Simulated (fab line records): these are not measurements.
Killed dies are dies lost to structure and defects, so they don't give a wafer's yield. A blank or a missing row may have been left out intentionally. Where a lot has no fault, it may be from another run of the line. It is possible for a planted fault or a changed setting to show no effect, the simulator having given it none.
fab line records | flow n5_finfet
[record] lots = 4 wafers = 12 last_day = 16
route steps=1938 shown HKMG_FIN@457 GATE_CUT@465 PASSIVATION@1936
lots untouched by any fault: they come from a run of this same line in which no faults occurred
start_h: start of the lot's first displayed wafer, in hours after the record's first day | wait_h: hours elapsed since this lot's preceding step | " as in the row above | L1.1+2: a row that stands for several wafers | - value missing, or start not given | * or withheld: withheld | < > ~ a bound
route shown NAME@n: a module of which the file shows steps, and the number in the route of the first | usual: mean and standard deviation over wafers with no fault | same: alike in all rows | chamber/n: place in a boat | sites: readings site by site | _std_site: standard deviation across them | _edge_site: outer sites' mean less inner sites' | radius_mm: for every site, how far away it sits from the centre of the wafer | mask NAME#n: copy n | behind: the most recent tool/chamber to have shaped the wafer | hold: reason for holding the lot/hours on hold/outcome of the hold | device: whichever transistor did not switch (one of n, p or np) | end of line: tests of these same wafers at the route's end | for a step that has no rows: nothing shown but its recipe | killed: at the first sort, the dies lost to defects and structure; wafer yield is something else | map: shows each die of a wafer: x if killed, . if not, _ if none is there
set.NAME: the setting that was run; set.NAME@STEP: the one run at that earlier step | model.NAME: the simulator's own value behind a step, which no gauge read
lots at selected steps of the route; one table per step, one row per wafer
services: when a tool's chamber went out of use (start_h, in hours from the record's first day, below 0 if earlier), for how many hours, and the reason
[[steps]]
[step N5_HKMG_FIN_ALD_72]
[recipe] material = W target_thk_a = 20 temp_c = 300 pressure_torr = 7.5 ald_precursor_family = WF6 ald_co_reactant = B2H6 pulse_time_s = 1 purge_time_s = 2 co_reactant_purge_time_s = 2 co_reactant_pulse_time_s = 3 ald_cycles = 7
[step N5_HKMG_FIN_W_FILL_22]
[recipe] material = W target_thk_a = 600 temp_c = 400 pressure_torr = 39.4 time_s = 18.2
[step N5_HKMG_FIN_PRECLEAN_83]
[recipe] chemistry = DIW time_s = 57.5 temp_c = 23
[step N5_HKMG_FIN_SRD_84]
[recipe] dry_time_s = 32 dry = n2_spin spin_rpm = 1500
[step N5_HKMG_FIN_CMP_23]
[recipe] stop_on = SiNx t_overpolish_s = 10 post_cmp_clean = rinse_only down_force_psi = 4 platen_rpm = 50.289 pad_velocity_m_s = 1.0006 target_thk_nm = 46.326
[step N5_HKMG_FIN_CMP_94]
[recipe] stop_on = SiNx post_cmp_clean = w_dilute_nh4oh t_overpolish_s = 4.7 down_force_psi = 4 platen_rpm = 50.289 pad_velocity_m_s = 1.0006 target_thk_nm = 43.299
[step N5_GATE_CUT_ETCHBACK_00]
[recipe] chemistry = SF6/Cl2 target = W pressure_mtorr = 8 icp_w = 900 bias_w = 80 SF6_flow_sccm = 40 Cl2_flow_sccm = 60
[step N5_GATE_CUT_ETCH_56]
[recipe] chemistry = Cl2/Ar target = TiN target_depth_a = 216 pressure_mtorr = 10 icp_w = 600 bias_w = 60 Cl2_flow_sccm = 40 Ar_flow_sccm = 60
[step N5_GATE_CUT_ETCHBACK_30]
[recipe] chemistry = Cl2/Ar target = TiN target_depth_a = 30 mode = isotropic pressure_mtorr = 10 icp_w = 600 bias_w = 60 Cl2_flow_sccm = 40 Ar_flow_sccm = 60
[step N5_GATE_CUT_VAPOR_ETCH_60]
[recipe] chemistry = BCl3/Cl2 target = HfO2 mode = isotropic
[step N5_GATE_CUT_ETCH_58]
[recipe] chemistry = CH3F/O2 target = SiNx target_depth_a = 170 time_s = 128.6 ion_energy_ev = 50 pressure_mtorr = 30 source_w = 415 bias_w = 21 Ar_flow_sccm = 150 CH3F_flow_sccm = 30 O2_flow_sccm = 20
[usual] drypump_motor_current_A = 5.8/0.58 oes_product_au = 0.80/0.079 rf_vpp_V = 99.0/0.87 showerhead_plenum_p_Torr = 1.99/0.057 throttle_valve_pct = 16.31/0.19
// columns lot.wafer tool chamber start_h wait_h drypump_motor_current_A oes_product_au rf_hours_counter_h rf_vpp_V showerhead_plenum_p_Torr throttle_valve_pct
L290.2 rie_diel-04 3 79.74 0.1 5.6 0.82 95 97.9 1.94 16.36
L290.4 " 0 " " 6.0 1.02 1 100.2 1.98 16.14
L290.6 " 3 " " 5.6 0.82 - 98.5 1.94 16.36
L292.1 rie_diel-06 1 93.59 0.0 6.0 0.72 176 99.8 2.07 16.57
L292.4 " 2 " " 5.7 0.80 111 98.4 1.92 16.33
L292.6 " 0 " " 6.5 0.70 - 99.1 2.05 16.56
L301.1 rie_diel-04 0 148.97 0.1 6.0 0.95 21 98.4 1.97 16.17
L301.3 " 3 " " 5.6 0.80 115 97.9 1.93 16.41
L301.5 " 2 " " 5.2 0.71 - 98.9 1.90 16.37
L303.1 rie_diel-04 1 159.31 0.0 5.2 0.89 32 98.1 2.02 16.25
L303.2 " 3 " " 5.6 0.79 117 98.8 1.93 16.40
L303.6 " 2 " " 5.2 0.70 - 98.0 1.90 16.36
[step N5_GATE_CUT_STRIP_59]
[recipe] chemistry = N2/H2 time_s = 20 power_w = 100 temp_c = 40 pressure_mtorr = 100 rf_frequency_hz = 6e+07 bias_power_w = 3 n2_flow_sccm = 300 h2_flow_sccm = 300
[step N5_GATE_CUT_PRECLEAN_31]
[recipe] temp_c = 23 chemistry = DIW time_s = 300
[step N5_GATE_CUT_SRD_32]
[recipe] time_s = 30 temp_c = 23 rinse_liquid = diw dry = ipa_marangoni
[step N5_GATE_CUT_SAC_CAP_01]
[recipe] material = SiNx target_thk_a = 240 temp_c = 400 ald_precursor_family = SiH2I2 ald_co_reactant = N2/H2-plasma pulse_time_s = 1 ald_cycles = 480 purge_time_s = 2 co_reactant_purge_time_s = 2 pressure_torr = 2
[step N5_GATE_CUT_PECVD_57]
[recipe] material = SiNx target_thk_a = 210 temp_c = 400 precursor = SiH4/NH3/N2 pressure_torr = 1.5 rf_w = 300
[step N5_GATE_CUT_CMP_02]
[recipe] stop_on = SiO2 t_overpolish_s = 12.7 post_cmp_clean = alkaline_brush down_force_psi = 2.5 platen_rpm = 51.8 pad_velocity_m_s = 1.0307 target_thk_nm = 0
[step N5_GATE_CUT_HM_DEP_46]
[recipe] material = SiO2 target_thk_a = 1300 temp_c = 400 precursor = TEOS/O2 pressure_torr = 6.5 rf_w = 900 teos_flow_sccm = 161.4 gas = O2 flow_sccm = 2650 time_s = 26.6
[step N5_GATE_CUT_COAT_34]
[recipe] resist = SOC temp_c = 250 time_s = 60 spin_rpm = 1500 resist_thk_nm = 60
[step N5_GATE_CUT_COAT_35]
[recipe] resist = SiARC temp_c = 220 time_s = 60 spin_rpm = 1500 resist_thk_nm = 10
[step N5_GATE_CUT_COAT_27]
[recipe] resist = underlayer temp_c = 205 time_s = 60 spin_rpm = 1500 resist_thk_nm = 10
[step N5_GATE_CUT_COAT_07]
[recipe] resist = CAR-EUV spin_rpm = 1500 resist_thk_nm = 30
[step N5_GATE_CUT_EBR_09]
[recipe] solvent = PGMEA ebr_width_mm = 1.5
[step N5_GATE_CUT_SOFTBAKE_08]
[recipe] temp_c = 110 time_s = 60 resist = CAR-EUV
[step N5_GATE_CUT_EXPOSE_10]
[recipe] mask_id = GATE_CUT na = 0.33 source_shape = annular sigma_inner = 0.35 sigma_outer = 0.8 polarization = unpolarized target_cd_nm = 20 dose_mj = 43.25
[step N5_GATE_CUT_PEB_11]
[recipe] peb_temp_c = 100 peb_time_s = 60 resist = CAR-EUV
[step N5_GATE_CUT_DEVELOP_12]
[recipe] develop_time_s = 30 developer = TMAH resist = CAR-EUV rinse_liquid = surfactant_rinse dry = air_spin dev_temp_c = 23
[step N5_GATE_CUT_DESCUM_18]
[recipe] chemistry = O2 time_s = 7 source_power_w = 50 bias_power_w = 20 pressure_mtorr = 20 rf_frequency_hz = 2.712e+07 temp_c = 40 resist = CAR-EUV o2_flow_sccm = 225
[step N5_GATE_CUT_ETCH_28]
[recipe] chemistry = N2/H2 target = underlayer target_depth_a = 130 mask_material = CAR-EUV time_s = 10.4 ion_energy_ev = 200 pressure_mtorr = 30 source_w = 840 bias_w = 150 n2_flow_sccm = 200 h2_flow_sccm = 200 ends = cleared
[step N5_GATE_CUT_ETCH_36]
[recipe] chemistry = CF4 target = SiARC target_depth_a = 130 mask_material = CAR-EUV time_s = 21.7 ion_energy_ev = 80 pressure_mtorr = 40 source_w = 545 bias_w = 36 Ar_flow_sccm = 100 cf4_flow_sccm = 100 ends = cleared
[step N5_GATE_CUT_ETCH_37]
[recipe] chemistry = N2/H2 target = SOC target_depth_a = 600 overetch_a = 120 mask_material = SiARC temp_c = 40 time_s = 90 ion_energy_ev = 200 pressure_mtorr = 30 source_w = 840 bias_w = 150 n2_flow_sccm = 200 h2_flow_sccm = 200
[step N5_GATE_CUT_STRIP_38]
[recipe] chemistry = N2/H2 temp_c = 40 n2_flow_sccm = 200 h2_flow_sccm = 200 rf_frequency_hz = 6e+07
[step N5_GATE_CUT_STRIP_39]
[recipe] chemistry = N2/H2 temp_c = 40 n2_flow_sccm = 200 h2_flow_sccm = 200 rf_frequency_hz = 6e+07
[step N5_GATE_CUT_HM_OPEN_40]
[recipe] chemistry = C4F6/O2 target = SiO2 mask_material = SiARC target_depth_a = 1390 time_s = 85.1 ion_energy_ev = 250 pressure_mtorr = 30 source_w = 345 bias_w = 185 Ar_flow_sccm = 300 C4F6_flow_sccm = 10 O2_flow_sccm = 10 ends = cleared
[step N5_GATE_CUT_STRIP_41]
[recipe] chemistry = CF4 resist = SiARC power_w = 300 bias_power_w = 75 pressure_mtorr = 50 cf4_flow_sccm = 150 rf_frequency_hz = 6e+07
[step N5_GATE_CUT_STRIP_42]
[recipe] chemistry = O2 power_w = 400 temp_c = 40 pressure_mtorr = 30 rf_frequency_hz = 6e+07 bias_power_w = 0 overash_fraction = 0.3 o2_flow_sccm = 225
[step N5_PASSIVATION_PROBE_49]
[usual] killed_at_M0_to_M3 = 33/11 killed_at_M4_up = 14/5 killed_at_contacts = 11/7.3 killed_at_front_end = 43/12 killed_at_other = 4/3.1 killed_dies = 106/17 killed_on_rim = 14/3.8 killed_open = 69/13 killed_short = 34/8.7
[same] gross_dies = 1180 killed_at_back_side = 0
// columns lot.wafer tool chamber start_h wait_h killed_at_M0_to_M3 killed_at_M4_up killed_at_contacts killed_at_front_end killed_at_other killed_dies killed_on_rim killed_open killed_short
L292.1 prober-01 - 321.53 0.0 32 16 8 22 6 84 7 67 17
L292.4 prober-01 - 321.68 0.2 57 13 7 29 3 109 14 67 42
L292.6 prober-01 - 321.78 0.3 38 13 11 32 5 99 12 79 19
L301.3 prober-02 - 357.41 0.1 26 9 8 183 13 239 30 61 39
L303.1 prober-02 - 384.28 0.0 30 9 6 50 3 98 10 71 27
L303.2 prober-02 - 384.33 0.1 44 6 9 180 4 243 31 78 31
L303.6 prober-02 - 384.53 0.3 29 18 18 41 4 110 19 65 37
// killed by level:class
L292.1 BEOL_M4:geometric_particle:open=9 BEOL_M0_SAQP:geometric_particle:open=7 BEOL_M3:geometric_particle:open=7 BEOL_M1:geometric_particle:open=7 DUMMY_GATE:geometric_particle:open=6 MOL_CONTACT_COAG:geometric_particle:open=6 STI_FIN_REVEAL:geometric_particle:open=5 BEOL_M0:geometric_particle:open=5
L292.4 BEOL_M0_SAQP:geometric_particle:short=14 BEOL_M0_SAQP:geometric_particle:open=10 BEOL_M2:geometric_particle:open=9 BEOL_M4:geometric_particle:open=7 MOL_CONTACT_COAG:geometric_particle:open=6 BEOL_M1:geometric_particle:open=6 BEOL_M3:geometric_particle:open=6 FIN_SAQP:geometric_particle:short=4
L292.6 MOL_CONTACT_COAG:geometric_particle:open=11 BEOL_M3:geometric_particle:open=11 BEOL_M0_SAQP:geometric_particle:open=9 DUMMY_GATE:geometric_particle:open=7 BEOL_M2:geometric_particle:open=7 FIN_SAQP:geometric_particle:open=4 GATE_CUT:geometric_particle:short=4 GATE_CUT:geometric_particle:open=4
L301.3 GATE_CUT:unspecified=137 FIN_SAQP:geometric_particle:short=12 FIN_SAQP:geometric_particle:open=9 STI_FIN_REVEAL:geometric_particle:open=7 MOL_CONTACT_COAG:geometric_particle:open=7 BEOL_M0:geometric_particle:open=7 ILD0:geometric_particle:open=5 BEOL_M0_SAQP:geometric_particle:short=5
L303.1 STI_FIN_REVEAL:geometric_particle:open=17 FIN_SAQP:geometric_particle:open=14 FIN_SAQP:geometric_particle:short=8 BEOL_M0_SAQP:geometric_particle:short=8 BEOL_M0_SAQP:geometric_particle:open=6 MOL_CONTACT_COAG:geometric_particle:open=5 BEOL_M1:geometric_particle:open=5 BEOL_M2:geometric_particle:open=5
L303.2 GATE_CUT:unspecified=128 BEOL_M0_SAQP:geometric_particle:open=19 FIN_SAQP:geometric_particle:open=17 STI_FIN_REVEAL:geometric_particle:open=17 BEOL_M0_SAQP:geometric_particle:short=17 MOL_CONTACT_COAG:geometric_particle:open=9 FIN_SAQP:geometric_particle:short=7 HKMG_FIN:area_etch=4
L303.6 MOL_CONTACT_COAG:geometric_particle:open=15 BEOL_M4:geometric_particle:open=9 BEOL_M2:geometric_particle:open=8 HKMG_FIN:area_etch=7 STI_FIN_REVEAL:geometric_particle:open=6 BEOL_M0_SAQP:geometric_particle:open=6 FIN_SAQP:geometric_particle:short=5 BEOL_M0_SAQP:geometric_particle:short=5
// map L301.3 (x killed, . not)
_________________..x.........________________
______________x...x..x.........._____________
___________........................__________
__________.....x.............x....x._________
________.x.........x..............x..._______
_______............................x...______
______.x................x..x....x...xx.._____
_____.x..x.....x....x..........x.........____
____x.............x...x...................___
___.x......................x............x..__
___.x.......x........x.........x...........__
__.........x.................x..x..........._
__.................x.............x.......x.x_
_...............................x...x......x.
_.....x.....x.x..............................
_..........x..............x.xx...............
_.xx................x........................
_............x...xx..........................
_.......x..........xx....x..x................
_x........xx...x.......x.......x......x...x..
_........x.x.xx.x.x.............x............
__.....xxxx.x..xx..x..x...............x....._
__..x....xxxxxxxxxxxx....................x.._
___......xxxxxxx.xxx....................x..__
___...xxxxxxxxxxxxxxxx.......x.......x..x..__
____..x.xxxxxxxxxxxxx.x..x.........x......___
_____..xxxxxxxxxxxxxxx.................x.____
______.xxxxxxxxxxxxxx...x.x.......x...x._____
_______xxxxxxxxxxxxxxx......xx.....x...______
________xxxxxxxxxxxx...x.............._______
__________.xxxxxxxxxx..............._________
___________xxxxxxx.x.x....x...x...x__________
______________xx........x......._____________
_________________x......x..x.________________
// map L303.2 (x killed, . not)
_________________x...........________________
______________........x........x_____________
___________...................x....__________
__________.........................._________
________................xx...........x_______
_______..............x...xx...xxx......______
______............x......x.......xx....._____
_____.x.x..x......xx..xx...............x.____
____...x..x...x.......x...............x...___
___...x.x......xx.x........................__
___..................x.....x..xx..........x__
__x.x........x.x..........x...xx...x..x....._
__......xx.......................x.........._
_x......x......x............x................
_.x....................x....x..............x.
_.....x.x.....x.......xx......x............x.
_......................x.............x.....x.
_..x....x.x................................xx
_....x.........x.....x.x.....................
_.......x..x............x....................
_.............x..............x..x..x.........
__x..x......x..xxxx........................._
__......x..xxxxxxx..x.................x....._
___....x...xxxxxx.x..x....x............x..x__
___....x.xxxxxxxxxxx.xx...........xx.......__
____..x.xxxxxxxxxxxxxx..............x.....___
_____.xxxxxxxxxxxxxxx.x..x............x..____
______xxxxxxxxxxxxxxx.x.....x.x..x......_____
_______.xxxxxxxxxxxxx...x..............______
________xxxxxxxxxxxxxxx......x.......x_______
__________xxxxxxxxxx..xx.x.........._________
___________xxxxxx.xx..x............__________
______________xxx..............._____________
_________________x.........xx________________
[[services]]
// columns tool chamber start_h hours kind
rie_diel-04 3 65.13 6.8 repair
rie_diel-06 0 116.68 - clean
rie_diel-06 0 116.68 - consumable_replace:focus_ring
rie_diel-06 0 116.68 24.2 scheduled_down
rie_diel-06 0 116.68 24.2 vent_cycle
rie_diel-04 - 153.50 0.6 repair
[[key]]
[first_sign] step = N5_PASSIVATION_PROBE_49 reading = killed_at_front_end direction = up sigmas = 12 usual = 43 struck = 182
[effect] step = N5_PASSIVATION_PROBE_49 reading = killed_dies direction = up sigmas = 8 usual = 106 struck = 241
[more_kills_born_at] N5_GATE_CUT_ETCH_58@rie_diel-04 = 265
met_at N5_GATE_CUT_ETCH_58
struck_wafers L301.3,L303.2
tester_left_out L301,L303
onset_between 79.74 148.97
[fault] kind = chamber_particle_source tool = rie_diel-04 chamber = 3 onset_h = 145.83 steps = N5_GATE_CUT_ETCH_58 rate_per_visit_cm2 = 1.3197 end_h = 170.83
// tester_left_out: of these lots the tester's yield and bins aren't shown, on N5 and GAA mostly nor the transistor test; their killed dies are dies lost to structure and defects alone, not to doping, threshold or leakage, so they don't give the yield
